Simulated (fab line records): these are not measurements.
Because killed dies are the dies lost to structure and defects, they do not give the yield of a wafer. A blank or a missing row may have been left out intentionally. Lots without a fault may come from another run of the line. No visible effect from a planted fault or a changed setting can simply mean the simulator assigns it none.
fab line records -- flow n5_finfet
[record] lots = 13, wafers = 35, last_day = 19
route steps=1938 shown BEOL_M4@1067 PASSIVATION@1936
lots that met no fault: taken from a fault-free run of the same line
start_h: start of the lot's first displayed wafer, in hours after the record's first day -- wait_h: time in hours since the lot's previous step -- " repeats the value in the row above -- L1.1+2: a row that stands for several wafers -- - no value, or no start given -- * or withheld: withheld -- < > ~ a bound
route shown NAME@n: a module of which the file shows steps, and the number in the route of the first -- usual: the fault-free wafers' mean and standard deviation -- same: alike in all rows -- chamber/n: place in a boat -- sites: readings site by site -- _std_site: the values' standard deviation -- _edge_site: mean of outer sites minus mean of inner sites -- radius_mm: how far each site lies from the wafer's centre -- mask NAME#n: copy n -- behind: the most recent tool/chamber to have shaped the wafer -- hold: why the lot was held/for how many hours/how that ended -- device: which transistor (n, p or np) failed to switch -- end of line: tests run on the same wafers once the route is complete -- a step with no rows: only its recipe -- killed: count of dies lost to structure and defects at first sort (not the wafer's yield) -- map: a wafer's dies, x killed, . not, _ none there
set.NAME: the run value of the setting; set.NAME@STEP: its run value at that earlier step -- model.NAME: the simulator's own value behind a step, which no gauge read
steps of the route over a sample of lots; a table a step, a row a wafer
services: from which hour (start_h, from the record's first day; less than 0 if before it) a tool's chamber was out of use, for how many hours, and why
[[steps]]
[step N5_BEOL_M4_VIA_ETCH_34]
[recipe] chemistry = C4F6/O2, target_depth_a = 694, mask_material = SOC, pressure_mtorr = 15, ion_energy_ev = 250, taper_deg = 4, time_s = 65.9, source_w = 350, bias_w = 170, Ar_flow_sccm = 300, C4F6_flow_sccm = 10, O2_flow_sccm = 10
[usual] bias_w = 169.9/0.5, drypump_motor_current_A = 5.5/0.31, oes_f_703_au = 0.81/0.095, oes_product_au = 0.81/0.097, rf_vpp_V = 656/11, showerhead_plenum_p_Torr = 2.85/0.11, throttle_valve_pct = 30.6/0.31
lot.wafer,tool,chamber,start_h,wait_h,bias_w,drypump_motor_current_A,oes_f_703_au,oes_product_au,rf_hours_counter_h,rf_vpp_V,showerhead_plenum_p_Torr,throttle_valve_pct
L848.2,rie_diel-01,2,183.10,0.0,170.1,5.8,0.73,0.72,202,657,2.71,30.8
L848.3,rie_diel-01,0,183.10,0.0,170.0,5.3,0.70,0.70,202,664,2.93,30.7
L848.5,rie_diel-01,0,183.10,0.0,170.6,5.4,0.70,0.70,-,664,2.93,30.7
L850.2,rie_diel-04,0,190.88,0.0,170.9,5.5,0.71,0.71,218,651,2.82,30.8
L850.3,rie_diel-04,1,190.88,0.0,170.7,5.9,0.72,0.71,212,666,2.72,30.7
L850.5,rie_diel-04,0,190.88,0.0,169.9,5.5,0.71,0.71,-,649,2.82,30.8
L851.3,rie_diel-01,2,191.23,0.0,170.7,5.8,0.73,0.73,205,658,2.71,30.8
L851.4,rie_diel-01,3,191.23,0.0,170.6,5.2,0.89,0.89,34,648,2.75,30.2
L851.6,rie_diel-01,3,191.23,0.0,169.7,5.2,0.89,0.89,-,646,2.75,30.2
L855.1,rie_diel-01,3,230.72,0.0,170.1,5.2,0.86,0.85,53,646,2.74,30.2
L855.2,rie_diel-01,0,230.72,0.0,169.6,5.3,0.69,0.68,224,665,2.92,30.7
L855.4,rie_diel-01,1,230.72,0.0,169.5,5.6,0.67,0.67,-,672,2.68,30.5
L857.4,rie_diel-03,3,236.44,0.0,169.1,5.4,0.84,0.83,75,634,2.85,30.6
L857.5,rie_diel-03,0,236.44,0.0,169.6,5.8,0.84,0.88,-,664,2.89,30.2
L857.6,rie_diel-03,1,236.44,0.0,170.1,5.9,1.01,1.02,-,657,2.94,31.1
L858.1,rie_diel-03,1,241.13,0.0,169.3,5.9,1.00,1.00,2,656,2.94,31.1
L858.2,rie_diel-03,0,241.13,0.0,169.7,5.8,0.84,0.87,35,663,2.89,30.3
L858.6,rie_diel-03,1,241.13,0.0,169.6,5.9,0.99,1.00,-,659,2.94,31.1
L859.2,rie_diel-03,1,258.35,0.0,169.9,5.8,0.97,0.96,7,656,2.94,31.1
L859.3,rie_diel-03,2,258.35,0.0,169.2,4.9,0.90,0.88,46,650,3.03,31.1
L859.4,rie_diel-03,0,258.35,0.0,170.1,5.8,0.83,0.87,40,664,2.89,30.2
L864.4,rie_diel-01,0,262.75,0.0,170.0,5.3,0.68,0.68,-,665,2.91,30.7
L861.2,rie_diel-03,0,283.41,0.0,170.1,5.8,0.82,0.86,46,664,2.89,30.3
L862.2,rie_diel-03,3,287.68,0.0,170.0,5.4,0.83,0.81,90,635,2.84,30.7
L862.4,rie_diel-03,1,287.68,0.0,169.6,5.9,0.95,0.94,-,656,2.93,31.1
L862.5,rie_diel-03,3,287.68,0.0,169.9,5.4,0.84,0.81,-,635,2.84,30.7
L865.1,rie_diel-01,2,309.30,0.0,169.8,5.8,0.71,0.71,228,658,2.70,30.8
L865.2,rie_diel-01,3,309.30,0.0,170.6,5.2,0.82,0.80,85,645,2.73,30.2
L865.3,rie_diel-01,1,309.30,0.0,170.7,5.6,0.93,0.96,7,683,3.02,30.2
L867.2,rie_diel-01,0,325.24,0.0,169.4,5.3,0.92,0.95,6,664,2.90,30.3
L867.3,rie_diel-01,2,325.24,0.0,169.0,5.8,0.71,0.70,234,658,2.70,30.8
L867.4,rie_diel-01,3,325.24,0.0,169.5,5.3,0.82,0.81,92,646,2.73,30.2
L870.2,rie_diel-03,3,328.45,0.0,170.0,5.4,0.81,0.79,105,635,2.84,30.7
L870.4,rie_diel-03,2,328.45,0.0,169.7,4.9,0.88,0.86,68,648,3.02,31.1
L870.6,rie_diel-03,3,328.45,0.0,170.2,5.4,0.82,0.78,-,634,2.84,30.7
[step N5_BEOL_M4_PRE_CLEAN_45]
[recipe] gas = H2/He, time_s = 30, temp_c = 250
[usual] heater_power_w = 343/25
lot.wafer,tool,chamber,start_h,wait_h,heater_power_w
L848.2,pvd_sputter-01,-,184.02,0.0,313
L848.3,pvd_sputter-01,-,184.02,0.0,339
L848.5,pvd_sputter-01,-,184.02,0.0,337
L850.2,pvd_sputter-02,-,191.38,0.0,406
L850.3,pvd_sputter-02,-,191.38,0.0,315
L850.5,pvd_sputter-02,-,191.38,0.0,343
L851.3,pvd_sputter-01,-,191.73,0.0,338
L851.4,pvd_sputter-01,-,191.73,0.0,357
L851.6,pvd_sputter-01,-,191.73,0.0,343
L855.1,pvd_sputter-02,-,231.68,0.0,344
L855.2,pvd_sputter-02,-,231.68,0.0,321
L855.4,pvd_sputter-02,-,231.68,0.0,328
L857.4,pvd_sputter-02,-,237.30,0.0,330
L857.5,pvd_sputter-02,-,237.30,0.0,323
L857.6,pvd_sputter-02,-,237.30,0.0,325
L858.1,pvd_sputter-02,-,241.92,0.0,325
L858.2,pvd_sputter-02,-,241.92,0.0,413
L858.6,pvd_sputter-02,-,241.92,0.0,333
L859.2,pvd_sputter-03,-,259.01,0.0,353
L859.3,pvd_sputter-03,-,259.01,0.0,331
L859.4,pvd_sputter-03,-,259.01,0.0,345
L864.4,pvd_sputter-01,-,263.40,0.0,319
L861.2,pvd_sputter-01,-,283.94,0.0,351
L862.2,pvd_sputter-02,-,288.19,0.0,408
L862.4,pvd_sputter-02,-,288.19,0.0,327
L862.5,pvd_sputter-02,-,288.19,0.0,403
L865.1,pvd_sputter-01,-,309.96,0.0,349
L865.2,pvd_sputter-01,-,309.96,0.0,355
L865.3,pvd_sputter-01,-,309.96,0.0,333
L867.2,pvd_sputter-01,-,326.18,0.0,352
L867.3,pvd_sputter-01,-,326.18,0.0,331
L867.4,pvd_sputter-01,-,326.18,0.0,355
L870.2,pvd_sputter-02,-,329.07,0.0,342
L870.4,pvd_sputter-02,-,329.07,0.0,327
L870.6,pvd_sputter-02,-,329.07,0.0,325
[step N5_BEOL_M4_CVD_47]
[recipe] material = Co, target_thk_a = 30, temp_c = withheld, precursor = CCTBA/H2, pressure_torr = 30, time_s = 223.8
[usual] run_length_s = 246.7/0.57
lot.wafer,tool,chamber,start_h,wait_h,run_length_s
L848.2,cvd_co-02,1,184.50,0.1,245.8
L848.3,cvd_co-02,2,184.50,0.1,247.1
L848.5,cvd_co-02,2,184.50,0.1,247.1
L850.2,cvd_co-01,0,191.91,0.1,246.4
L850.3,cvd_co-01,1,191.91,0.1,247.1
L850.5,cvd_co-01,2,191.91,0.1,246.2
L851.3,cvd_co-01,2,192.57,0.3,246.0
L851.4,cvd_co-01,0,192.57,0.3,247.3
L851.6,cvd_co-01,1,192.57,0.3,247.3
L855.1,cvd_co-01,0,232.06,0.0,246.6
L855.2,cvd_co-01,1,232.06,0.0,246.7
L855.4,cvd_co-01,2,232.06,0.0,246.3
L857.4,cvd_co-02,2,239.38,0.2,247.0
L857.5,cvd_co-02,0,239.38,0.2,247.2
L857.6,cvd_co-02,1,239.38,0.2,245.8
L858.1,cvd_co-02,0,242.34,0.1,246.9
L858.2,cvd_co-02,2,242.34,0.1,247.0
L858.6,cvd_co-02,0,242.34,0.1,247.7
L859.2,cvd_co-02,2,259.38,0.0,246.9
L859.3,cvd_co-02,1,259.38,0.0,246.1
L859.4,cvd_co-02,2,259.38,0.0,247.0
L864.4,cvd_co-02,0,264.05,0.1,250.2
L861.2,cvd_co-02,0,284.31,0.0,250.0
L862.2,cvd_co-02,1,288.61,0.0,245.8
L862.4,cvd_co-02,2,288.61,0.0,247.4
L862.5,cvd_co-02,0,288.61,0.0,249.7
L865.1,cvd_co-01,2,310.40,0.1,246.1
L865.2,cvd_co-01,1,310.40,0.1,246.9
L865.3,cvd_co-01,0,310.40,0.1,246.5
L867.2,cvd_co-01,2,327.07,0.0,245.9
L867.3,cvd_co-01,1,327.07,0.0,247.4
L867.4,cvd_co-01,0,327.07,0.0,246.8
L870.2,cvd_co-01,0,329.54,0.0,246.5
L870.4,cvd_co-01,0,329.54,0.0,247.0
L870.6,cvd_co-01,2,329.54,0.0,246.0
[step N5_BEOL_M4_ANNEAL_49]
[recipe] temp_c = 400, time_s = 240, ambient = vacuum
[usual] heater_power_w = 851/65
lot.wafer,tool,chamber,start_h,wait_h,heater_power_w
L848.2,pvd_sputter-03,-,184.80,0.0,817
L848.3,pvd_sputter-03,-,184.80,0.0,891
L848.5,pvd_sputter-03,-,184.80,0.0,804
L850.2,pvd_sputter-02,-,192.20,0.0,1017
L850.3,pvd_sputter-02,-,192.20,0.0,806
L850.5,pvd_sputter-02,-,192.20,0.0,792
L851.3,pvd_sputter-02,-,194.04,0.0,805
L851.4,pvd_sputter-02,-,194.04,0.0,1026
L851.6,pvd_sputter-02,-,194.04,0.0,1017
L855.1,pvd_sputter-02,-,232.32,0.0,1021
L855.2,pvd_sputter-02,-,232.32,0.0,820
L855.4,pvd_sputter-02,-,232.32,0.0,839
L857.4,pvd_sputter-02,-,239.60,0.0,1011
L857.5,pvd_sputter-02,-,239.60,0.0,813
L857.6,pvd_sputter-02,-,239.60,0.0,1020
L858.1,pvd_sputter-03,-,242.58,0.0,835
L858.2,pvd_sputter-03,-,242.58,0.0,896
L858.6,pvd_sputter-03,-,242.58,0.0,854
L859.2,pvd_sputter-02,-,259.68,0.0,1011
L859.3,pvd_sputter-02,-,259.68,0.0,808
L859.4,pvd_sputter-02,-,259.68,0.0,789
L864.4,pvd_sputter-03,-,264.22,0.0,864
L861.2,pvd_sputter-01,-,284.56,0.0,823
L862.2,pvd_sputter-01,-,288.85,0.0,867
L862.4,pvd_sputter-01,-,288.85,0.0,850
L862.5,pvd_sputter-01,-,288.85,0.0,882
L865.1,pvd_sputter-03,-,310.70,0.0,863
L865.2,pvd_sputter-03,-,310.70,0.0,824
L865.3,pvd_sputter-03,-,310.70,0.0,903
L867.2,pvd_sputter-03,-,327.43,0.0,824
L867.3,pvd_sputter-03,-,327.43,0.0,804
L867.4,pvd_sputter-03,-,327.43,0.0,843
L870.2,pvd_sputter-03,-,329.79,0.0,849
L870.4,pvd_sputter-03,-,329.79,0.0,807
L870.6,pvd_sputter-03,-,329.79,0.0,823
[step N5_PASSIVATION_PROBE_49]
[usual] killed_at_M0_to_M3 = 33/11, killed_at_M4_up = 15/6.2, killed_at_contacts = 13/6.5, killed_at_front_end = 38/11, killed_at_other = 3.4/2.6, killed_dies = 102/17, killed_open = 67/12, killed_short = 34/7.9
[same] gross_dies = 1180, killed_at_back_side = 0
lot.wafer,tool,chamber,start_h,wait_h,killed_at_M0_to_M3,killed_at_M4_up,killed_at_contacts,killed_at_front_end,killed_at_other,killed_dies,killed_open,killed_short
L861.2,prober-01,-,391.92,0.1,36,15,8,43,1,103,67,30
L864.4,prober-02,-,392.67,0.2,26,26,14,55,7,128,73,47
// killed by level:class
L861.2 STI_FIN_REVEAL:geometric_particle:open=11 FIN_SAQP:geometric_particle:short=7 GATE_CUT:geometric_particle:short=7 MOL_CONTACT_COAG:geometric_particle:open=7 FIN_SAQP:geometric_particle:open=6 BEOL_M0_SAQP:geometric_particle:open=6 BEOL_M1:geometric_particle:open=6 BEOL_M3:geometric_particle:open=6
L864.4 BEOL_M4:geometric_particle:open=16 FIN_SAQP:geometric_particle:short=12 MOL_CONTACT_COAG:geometric_particle:open=11 GATE_CUT:geometric_particle:short=10 FIN_SAQP:geometric_particle:open=8 STI_FIN_REVEAL:geometric_particle:open=7 BEOL_M3:interface_void_opened=6 BEOL_M0_SAQP:geometric_particle:short=5
[[services]]
tool,chamber,start_h,hours,kind
rie_diel-04,0,165.31,3.0,repair
rie_diel-04,2,183.03,-,clean
rie_diel-04,2,183.03,-,consumable_replace:focus_ring
rie_diel-04,2,183.03,14.3,scheduled_down
rie_diel-04,2,183.03,14.3,vent_cycle
cvd_co-02,2,184.98,28.7,repair
rie_diel-03,1,218.97,-,clean
rie_diel-03,1,218.97,-,consumable_replace:focus_ring
rie_diel-03,1,218.97,17.2,scheduled_down
rie_diel-03,1,218.97,17.2,vent_cycle
rie_diel-04,1,232.60,8.5,repair
cvd_co-02,-,235.74,1.7,repair
rie_diel-01,3,236.72,4.0,repair
rie_diel-01,1,259.55,-,clean
rie_diel-01,1,259.55,-,consumable_replace:focus_ring
rie_diel-01,1,259.55,-,consumable_replace:showerhead
rie_diel-04,2,262.52,29.1,repair
cvd_co-01,-,267.94,1.4,repair
rie_diel-03,0,285.15,18.7,repair
rie_diel-04,0,291.63,-,clean
rie_diel-04,0,291.63,-,consumable_replace:focus_ring
rie_diel-04,0,291.63,22.6,scheduled_down
rie_diel-01,0,291.88,-,clean
rie_diel-01,0,291.88,-,consumable_replace:focus_ring
[[key]]
[first_sign] step = N5_BEOL_M4_CVD_47, reading = run_length_s, direction = up, sigmas = 5.9, usual = *, struck = *
effect none on later readings
met_at N5_BEOL_M4_CVD_47
struck_lots L861,L862,L864
struck_wafers L861.2,L862.5,L864.4
tester_left_out L864
not_acting_at N5_BEOL_M4_VIA_ETCH_34,N5_BEOL_M4_PRE_CLEAN_45,N5_BEOL_M4_ANNEAL_49
onset_between 242.34 264.05
[earlier_fault] kind = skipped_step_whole, tool = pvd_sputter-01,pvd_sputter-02, chamber = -, onset_h = 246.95, steps = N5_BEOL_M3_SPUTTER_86, scope = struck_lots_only
[fault] kind = process_parameter_drift, tool = cvd_co-02, chamber = 0, onset_h = 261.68, steps = N5_BEOL_M4_CVD_47, channel = time_s, offset = *, shape = step, acts_in = *, stated = *
// tester_left_out: of these lots the tester's yield and bins aren't shown, on N5 and GAA mostly nor the transistor test; their killed dies are dies lost to structure and defects alone, not to doping, threshold or leakage, so they don't give the yield
